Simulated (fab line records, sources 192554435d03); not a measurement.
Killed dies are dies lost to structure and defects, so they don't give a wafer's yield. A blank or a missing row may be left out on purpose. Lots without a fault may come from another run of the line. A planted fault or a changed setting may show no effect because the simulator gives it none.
fab line records | flow n5_finfet
record lots=6 wafers=18 last_day=16
route steps=1938 shown BEOL_M10@1487
lots that met no fault: from a run of the same line without faults
start_h: hours from the record's first day to the start of the lot's first wafer shown | wait_h: hours since the lot's step before | " the same as in the row above | L1.1+2: a row that stands for several wafers | - no value, or no start given | * or withheld: withheld | < > ~ a bound
route shown NAME@n: a module of which the file shows steps, and the number in the route of the first | usual: mean/standard deviation of fault-free wafers | same: alike in all rows | chamber/n: place in a boat | sites: the reading at each site | _std_site: their standard deviation | _edge_site: outer sites' mean less inner sites' | radius_mm: how far each site lies from the wafer's centre | mask NAME#n: copy n | behind: the tool/chamber that last shaped the wafer | hold: why the lot was held/for how many hours/how that ended | device: the transistor (n, p or np) that didn't switch | end of line: the same wafers' tests at the end of the route | a step without rows: its recipe alone | killed: dies lost to structure and defects at the first sort, not the wafer's yield | map: a wafer's dies, x killed, . not, _ none there
set.NAME: the setting as run; set.NAME@STEP: as run at that earlier step | model.NAME: the simulator's own value behind a step, which no gauge read
lots at some steps of the route; a table a step, a row a wafer
services: from which hour (start_h, from the record's first day; less than 0 if before it) a tool's chamber was out of use, for how many hours, and why
## steps
# step N5_BEOL_M10_ETCH_61
# recipe chemistry=CF4 target=SiARC target_depth_a=390 mask_material=CAR-ArF time_s=65 ion_energy_ev=80 pressure_mtorr=40 source_w=545 bias_w=36 Ar_flow_sccm=100 cf4_flow_sccm=100 ends=cleared
# usual drypump_motor_current_A=5.8/0.51 etch_rf_on_time_s=64.5/1.3 oes_product_au=0.66/0.068 rf_vpp_V=184.3/1 showerhead_plenum_p_Torr=2.16/0.044 throttle_valve_pct=15.7/0.3
# columns lot.wafer tool chamber start_h wait_h drypump_motor_current_A etch_rf_on_time_s oes_product_au rf_hours_counter_h rf_vpp_V showerhead_plenum_p_Torr throttle_valve_pct
L177.1 rie_diel-06 0 224.71 0.0 6.4 64.2 0.60 220 183.3 2.12 16.0
L177.2 " 1 " " 5.7 62.8 0.60 222 185.2 2.20 15.8
L177.5 " 2 " " 5.5 64.8 0.65 - 184.6 2.15 15.6
L178.1 rie_diel-02 3 232.88 0.0 5.9 63.1 0.65 139 185.7 2.14 16.0
L178.3 " 0 " " 6.5 63.7 0.72 75 186.1 2.24 15.6
L178.4 " 3 " " 5.9 63.3 0.64 - 184.1 2.14 15.9
L183.4 rie_diel-02 2 251.53 0.0 5.1 66.2 0.60 207 184.8 2.13 16.1
L183.5 " 1 " " 6.3 64.8 0.59 - 183.7 2.11 15.5
L183.6 " 0 " " 6.5 63.9 0.71 - 183.6 2.24 15.6
L187.1 rie_diel-02 0 277.40 0.0 6.5 64.5 0.68 93 185.2 2.23 15.6
L187.4 " 1 " " 6.3 63.8 0.84 2 183.5 2.10 15.0
L187.6 " 0 " " 6.5 64.5 0.70 - 186.2 2.23 15.6
L188.1 rie_diel-02 1 289.30 0.0 6.2 63.5 0.82 7 184.7 2.10 15.0
L188.2 " 3 " " 5.9 63.8 0.62 160 184.6 2.14 16.0
L188.6 " 1 " " 6.2 63.6 0.81 - 182.5 2.10 15.0
L194.1 rie_diel-05 2 328.17 0.0 4.9 64.6 0.59 241 184.0 2.19 15.5
L194.3 " 1 " " 6.2 63.4 0.67 141 185.8 2.15 15.8
L194.6 " 1 " " 6.2 63.5 0.67 - 184.2 2.15 15.8
# step N5_BEOL_M10_ETCH_62
# recipe chemistry=N2/H2 target=SOC target_depth_a=1100 overetch_a=220 mask_material=SiARC temp_c=40 time_s=165 ion_energy_ev=200 pressure_mtorr=30 source_w=840 bias_w=150 n2_flow_sccm=200 h2_flow_sccm=200
# usual drypump_motor_current_A=5.8/0.52 n2_flow_sccm=199.9/0.56 oes_product_au=0.65/0.064 rf_vpp_V=524.6/1.8 showerhead_plenum_p_Torr=2.57/0.064 throttle_valve_pct=17.92/0.28
# columns lot.wafer tool chamber start_h wait_h drypump_motor_current_A n2_flow_sccm oes_product_au rf_hours_counter_h rf_vpp_V showerhead_plenum_p_Torr throttle_valve_pct
L177.1 rie_diel-06 0 224.76 0.0 6.4 199.8 0.58 220 522.6 2.51 18.31
L177.2 " 1 " " 5.7 199.8 0.58 222 523.4 2.61 17.86
L177.5 " 2 " " 5.5 200.0 0.64 - 523.0 2.55 17.80
L178.1 rie_diel-02 3 232.93 0.0 5.9 201.2 0.63 139 524.7 2.55 18.20
L178.3 " 0 " " 6.5 199.4 0.71 75 527.3 2.70 17.99
L178.4 " 3 " " 5.9 201.1 0.64 - 523.9 2.55 18.22
L183.4 rie_diel-02 2 251.58 0.0 5.1 199.4 0.60 207 524.1 2.51 18.17
L183.5 " 1 " " 6.3 201.3 0.58 - 522.1 2.51 17.78
L183.6 " 0 " " 6.6 199.8 0.70 - 528.1 2.70 18.01
L187.1 rie_diel-02 0 277.45 0.0 6.5 199.5 0.69 93 527.1 2.69 18.04
L187.4 " 1 " " 6.2 200.2 0.82 2 524.0 2.51 17.29
L187.6 " 0 " " 6.5 199.3 0.69 - 527.6 2.69 18.04
L188.1 rie_diel-02 1 289.35 0.0 6.3 199.8 0.81 7 522.9 2.51 17.30
L188.2 " 3 " " 5.8 200.4 0.61 161 524.4 2.54 18.25
L188.6 " 1 " " 6.3 199.8 0.80 - 522.9 2.51 17.29
L194.1 rie_diel-05 2 328.22 0.0 4.9 200.8 0.59 241 525.1 2.62 17.75
L194.3 " 1 " " 6.2 199.4 0.66 141 522.9 2.54 18.05
L194.6 " 1 " " 6.2 199.1 0.66 - 523.5 2.54 18.05
# step N5_BEOL_M10_STRIP_68
# recipe chemistry=N2/H2 temp_c=40 n2_flow_sccm=200 h2_flow_sccm=200 rf_frequency_hz=6e+07
# step N5_BEOL_M10_STRIP_67
# recipe chemistry=CF4 resist=SiARC power_w=300 bias_power_w=75 pressure_mtorr=50 cf4_flow_sccm=150 rf_frequency_hz=6e+07
# usual drypump_motor_current_A=5.8/0.52 oes_product_au=0.77/0.075 rf_vpp_V=271.5/1.2 showerhead_plenum_p_Torr=1.81/0.04 throttle_valve_pct=13.67/0.3
# columns lot.wafer tool chamber start_h wait_h drypump_motor_current_A oes_product_au rf_hours_counter_h rf_vpp_V showerhead_plenum_p_Torr throttle_valve_pct
L177.1 rie_diel-06 0 224.90 0.0 6.4 0.70 220 271.6 1.78 13.96
L177.2 " 1 " " 5.7 0.69 222 272.4 1.86 13.86
L177.5 " 2 " " 5.5 0.76 - 272.7 1.80 13.56
L178.1 rie_diel-02 3 233.08 0.0 5.9 0.75 139 272.5 1.80 13.90
L178.3 " 0 " " 6.5 0.83 75 273.3 1.88 13.57
L178.4 " 3 " " 5.9 0.75 - 270.5 1.80 13.91
L183.4 rie_diel-02 2 251.73 0.0 5.1 0.71 207 269.5 1.78 14.04
L183.5 " 1 " " 6.3 0.70 - 271.2 1.76 13.54
L183.6 " 0 " " 6.5 0.82 - 273.5 1.88 13.58
L187.1 rie_diel-02 0 277.60 0.0 6.6 0.81 93 272.4 1.87 13.62
L187.4 " 1 " " 6.3 0.97 2 269.6 1.76 12.97
L187.6 " 0 " " 6.6 0.81 - 272.9 1.87 13.61
L188.1 rie_diel-02 1 289.50 0.0 6.2 0.95 7 270.7 1.76 12.96
L188.2 " 3 " " 5.9 0.73 161 271.6 1.79 13.96
L188.6 " 1 " " 6.2 0.95 - 270.8 1.76 12.97
L194.1 rie_diel-05 2 328.37 0.0 4.9 0.70 241 271.5 1.84 13.56
L194.3 " 1 " " 6.2 0.78 141 271.0 1.80 13.72
L194.6 " 1 " " 6.2 0.78 - 269.6 1.80 13.73
# step N5_BEOL_M10_HM_OPEN_17
# recipe chemistry=Cl2/BCl3 target_depth_a=200 overetch_a=60 target=TiN mask_material=SOC ion_energy_ev=150 pressure_mtorr=10 icp_w=1000 bias_w=126 Cl2_flow_sccm=53.25 bcl3_flow_sccm=21.75 Ar_flow_sccm=25
# usual drypump_motor_current_A=6.0/0.49 oes_product_au=0.68/0.033 throttle_valve_pct=22.13/0.2
# columns lot.wafer tool chamber start_h wait_h drypump_motor_current_A oes_product_au rf_hours_counter_h throttle_valve_pct
L177.1 rie_metal-03 1 224.95 0.0 6.2 0.76 7 22.51
L177.2 " 0 " " 6.5 0.71 25 22.04
L177.5 " 0 " " 6.5 0.70 - 22.06
L178.1 rie_metal-02 1 233.12 0.0 5.2 0.69 31 22.14
L178.3 " 0 " " 6.4 0.65 - 21.92
L178.4 " 1 " " 5.2 0.69 - 22.14
L183.4 rie_metal-02 1 252.15 0.4 5.2 0.70 - 22.14
L183.5 " 0 " " 6.4 0.64 - 21.92
L183.6 " 1 " " 5.2 0.70 - 22.14
L187.1 rie_metal-03 0 277.64 0.0 6.5 0.68 30 22.09
L187.4 " 1 " " 6.2 0.73 - 22.53
L187.6 " 1 " " 6.1 0.73 - 22.55
L188.1 rie_metal-02 1 289.54 0.0 5.2 0.69 35 22.11
L188.2 " 0 " " 6.4 0.64 50 21.92
L188.6 " 0 " " 6.4 0.65 - 21.90
L194.1 rie_metal-02 0 328.41 0.0 6.3 0.63 54 21.92
L194.3 " 0 " " 6.4 0.63 - 21.92
L194.6 " 1 " " 5.2 0.68 - 22.15
# step N5_BEOL_M10_STRIP_19
# recipe chemistry=O2 power_w=400 temp_c=40 pressure_mtorr=30 rf_frequency_hz=6e+07 bias_power_w=0 overash_fraction=0.2 o2_flow_sccm=225
# usual drypump_motor_current_A=5.8/0.51 oes_product_au=0.77/0.074 rf_vpp_V=3.6/0.62 showerhead_plenum_p_Torr=2.12/0.05 throttle_valve_pct=16.77/0.28
# columns lot.wafer tool chamber start_h wait_h drypump_motor_current_A oes_product_au rf_hours_counter_h rf_vpp_V showerhead_plenum_p_Torr throttle_valve_pct
L177.1 rie_diel-05 0 225.07 0.1 5.5 0.77 136 3.4 2.11 16.97
L177.2 " 1 " " 6.2 0.83 101 3.1 2.12 16.82
L177.5 " 3 " " 5.5 0.80 - 3.7 2.23 16.63
L178.1 rie_diel-02 0 233.23 0.1 6.5 0.83 75 4.0 2.20 16.65
L178.3 " 3 " " 5.9 0.75 139 3.7 2.10 17.03
L178.4 " 1 " " 6.2 0.68 - 2.8 2.05 16.51
L183.4 rie_diel-06 2 252.35 0.2 5.5 0.75 145 3.7 2.09 16.57
L183.5 " 2 " " 5.5 0.74 - 3.0 2.09 16.57
L183.6 " 1 " " 5.7 0.68 - 3.5 2.17 16.91
L187.1 rie_diel-06 2 277.75 0.1 5.5 0.74 154 3.3 2.08 16.61
L187.4 " 0 " " 6.4 0.69 238 3.9 2.07 17.13
L187.6 " 1 " " 5.7 0.67 - 2.9 2.16 16.94
L188.1 rie_diel-05 2 289.65 0.1 4.9 0.71 225 3.5 2.16 16.54
L188.2 " 1 " " 6.2 0.80 127 3.0 2.11 16.87
L188.6 " 1 " " 6.2 0.80 - 3.6 2.11 16.85
L194.1 rie_diel-05 3 328.52 0.1 5.5 0.76 141 3.5 2.21 16.68
L194.3 " 0 " " 5.5 0.75 174 4.0 2.09 17.05
L194.6 " 3 " " 5.5 0.76 - 4.0 2.21 16.69
# step N5_BEOL_M10_CD_MEAS_18
# recipe pitch_nm=140 target_cd_nm=70
# usual cd_nm=69.9/0.59
# columns lot.wafer tool chamber start_h wait_h cd_nm
L177.1 cd_sem-03 - 225.14 0.0 69.8
L177.2 " - " " 69.9
L177.5 " - " " 69.8
L178.1 cd_sem-02 - 233.30 0.0 69.7
L178.3 " - " " 69.0
L178.4 " - " " 69.5
L183.4 cd_sem-01 - 252.42 0.1 70.2
L183.5 " - " " 70.8
L183.6 " - " " 69.5
L187.1 cd_sem-03 - 277.82 0.0 70.2
L187.4 " - " " 70.2
L187.6 " - " " 70.1
L188.1 cd_sem-02 - 289.72 0.0 70.5
L188.2 " - " " 70.0
L188.6 " - " " 70.2
L194.1 cd_sem-02 - 328.59 0.0 69.6
L194.3 " - " " 70.8
L194.6 " - " " 70.4
# step N5_BEOL_M10_COAT_63
# recipe resist=SOC temp_c=250 time_s=60 spin_rpm=1500 resist_thk_nm=100
# step N5_BEOL_M10_COAT_64
# recipe resist=SiARC temp_c=220 time_s=60 spin_rpm=1500 resist_thk_nm=30
# step N5_BEOL_M10_COAT_22
# recipe resist=CAR-ArF spin_rpm=1500 resist_thk_nm=90
# step N5_BEOL_M10_EBR_24
# recipe solvent=PGMEA ebr_width_mm=1.5
# step N5_BEOL_M10_SOFTBAKE_23
# recipe temp_c=110 time_s=60 resist=CAR-ArF
# step N5_BEOL_M10_EXPOSE_25
# recipe mask_id=V9 na=1.35 source_shape=annular sigma_inner=0.5 sigma_outer=0.8 polarization=unpolarized dose_mj=85.5
# usual exposure_dose_mJ_cm2=85.42/0.092 focus_offset_nm=0.0/0.55
# columns lot.wafer tool chamber start_h wait_h mask exposure_dose_mJ_cm2 focus_offset_nm
L177.1 arfi_scanner-01 - 225.30 - V9#0 - -
L177.2 " - " " V9#0 - -
L177.5 " - " " V9#0 - -
L178.1 arfi_scanner-01 - 235.03 - V9#0 - -
L178.3 " - " " V9#0 - -
L178.4 " - " " V9#0 - -
L183.4 arfi_scanner-02 0 252.72 - V9#0 85.47 0.0
L183.5 " 0 " " V9#0 85.45 0.3
L183.6 " 0 " " V9#0 85.43 1.1
L187.1 arfi_scanner-01 0 278.49 - V9#0 85.36 -1.3
L187.4 " 0 " " V9#0 85.37 -0.7
L187.6 " 0 " " V9#0 85.36 -1.0
L188.1 arfi_scanner-02 0 290.96 - V9#0 85.36 0.2
L188.2 " 0 " " V9#0 85.36 0.3
L188.6 " 0 " " V9#0 85.41 0.8
L194.1 arfi_scanner-03 0 328.75 - V9#0 85.48 -0.4
L194.3 " 0 " " V9#0 85.46 -0.6
L194.6 " 0 " " V9#0 85.46 0.2
# step N5_BEOL_M10_PEB_26
# recipe peb_temp_c=withheld peb_time_s=60 resist=CAR-ArF
## services
# columns tool chamber start_h hours kind
rie_diel-06 3 211.16 15.1 repair
arfi_scanner-02 - 213.93 1.0 pm
arfi_scanner-01 - 221.91 1.5 pm
rie_diel-02 2 226.34 13.2 repair
arfi_scanner-03 - 228.56 0.8 pm
rie_diel-06 1 233.21 4.6 repair
arfi_scanner-03 - 240.58 1.3 pm
rie_diel-06 - 242.52 0.3 repair
arfi_scanner-02 - 244.73 0.8 repair
rie_metal-03 - 249.95 2.8 pm
arfi_scanner-02 - 252.80 10.6 repair
arfi_scanner-03 - 264.46 1.0 pm
arfi_scanner-01 - 268.99 0.8 pm
arfi_scanner-02 - 272.26 0.8 pm
arfi_scanner-02 - 274.05 1.3 pm
arfi_scanner-02 - 278.72 1.0 pm
rie_diel-06 0 289.58 6.3 repair
arfi_scanner-01 - 290.70 1.3 pm
rie_metal-02 - 293.03 1.4 pm
arfi_scanner-01 - 294.86 3.8 repair
rie_diel-05 3 300.97 6.5 repair
rie_diel-02 0 313.14 13.1 repair
arfi_scanner-01 - 313.68 0.4 repair
arfi_scanner-01 - 323.96 36.0 pm
## key
first_sign step=N5_BEOL_M10_EXPOSE_25 reading=tool_record direction=missing
effect none on later readings
met_at N5_BEOL_M10_EXPOSE_25
struck_wafers L177.1,L177.2,L177.5,L178.1,L178.3,L178.4
later_rows_left_out L177.1,L177.2,L177.5,L178.1,L178.3,L178.4
sort_left_out L177.1,L177.2,L177.5,L178.1,L178.3,L178.4
earlier_fault kind=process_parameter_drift tool=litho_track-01 chamber=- onset_h=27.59 steps=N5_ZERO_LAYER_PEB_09 channel=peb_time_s offset=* shape=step acts_in=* stated=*
fault kind=skipped_step_whole tool=arfi_scanner-01 chamber=- onset_h=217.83 steps=N5_BEOL_M10_EXPOSE_25 scope=struck_lots_only
# sort_left_out: the simulated sort isn't trusted on such a fault, so these wafers' sort isn't shown, and their yield isn't known
# later_rows_left_out: the simulator's readings of these wafers behind a module that went badly wrong aren't trusted and aren't shown, but for the sort
